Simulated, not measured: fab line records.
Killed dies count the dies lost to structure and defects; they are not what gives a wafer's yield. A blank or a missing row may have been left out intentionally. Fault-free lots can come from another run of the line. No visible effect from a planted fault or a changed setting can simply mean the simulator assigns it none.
Chamber matching	flow n5 finfet	4 sister chambers for N5_BEOL_M11_VIA_ETCH_34 on rie diel-06
The step etches SiCOH lowk in C4F6/O2, target depth 184.5 nm, time 69.2 s. 22 wafers are shown with their chamber, then 11 later ones without.

== WAFERS WITH THEIR CHAMBER ==
wafer	chamber	drypump motor current A (A)	rf vpp V (V)	showerhead plenum p Torr (Torr)
L074.1	3	5.1	668	2.69
L074.2	1	6.0	665	2.90
L074.3	2	6.0	674	2.96
L077.2	3	5.1	666	2.69
L077.3	0	5.4	673	2.88
L077.6	3	5.1	668	2.69
L082.1	2	6.0	673	2.96
L082.2	0	5.5	673	2.87
L082.6	2	6.0	674	2.96
L081.1	2	6.0	674	2.96
L081.3	0	5.5	674	2.87
L081.6	2	6.0	674	2.96
L088.1	1	6.0	665	2.88
L088.2	0	5.5	674	2.87
L088.5	1	6.0	665	2.88
L087.1	1	6.0	665	2.88
L087.5	0	5.5	673	2.87
L087.6	3	5.1	665	3.02
L090.1	1	6.0	666	2.88
L090.4	0	5.5	672	2.87
L090.5	3	5.1	667	3.02
L091.3	0	5.5	673	2.86

SIGNATURES, as means of the wafers listed above
reading	chamber 0	chamber 1	chamber 2	chamber 3	scatter within a chamber
drypump motor current A	5.486	6.000	6.000	5.100	0.0218
rf vpp V	673.14	665.20	673.80	666.80	0.791
showerhead plenum p Torr	2.8700	2.8840	2.9600	2.8220	0.0854
Rule: a wafer's distance from a chamber is the root of the sum, over the readings, of the square of ((its reading less the chamber's mean) divided by the reading's scatter). The wafer belongs to the nearest chamber; if the next one is less than 2 further off, it can't be placed. The scatter: the root of (the sum of the squares of (reading less its chamber's mean) over the shown wafers, divided by (wafers less chambers)).

== WAFERS WITHOUT THEIR CHAMBER ==
wafer	drypump motor current A (A)	rf vpp V (V)	showerhead plenum p Torr (Torr)
L091.4	6.0	665	2.88
L091.5	6.0	672	2.95
L093.3	6.0	665	2.88
L093.5	6.0	673	2.95
L093.6	5.1	667	3.02
L092.1	5.1	666	3.02
L092.3	5.9	672	2.95
L092.5	5.1	666	3.02
L095.2	5.5	673	2.86
L095.5	6.0	666	2.88
L095.6	5.5	673	2.86

== WHICH CHAMBER EACH WENT THROUGH ==
wafer	from the rows above	in truth
L091.4	1	1
L091.5	2	2
L093.3	1	1
L093.5	2	2
L093.6	3	3
L092.1	3	3
L092.3	2	2
L092.5	3	3
L095.2	0	0
L095.5	1	1
L095.6	0	0
Correct placement for 11 of the 11. From these rows, 0 cannot be placed. Placed wrongly: 0.
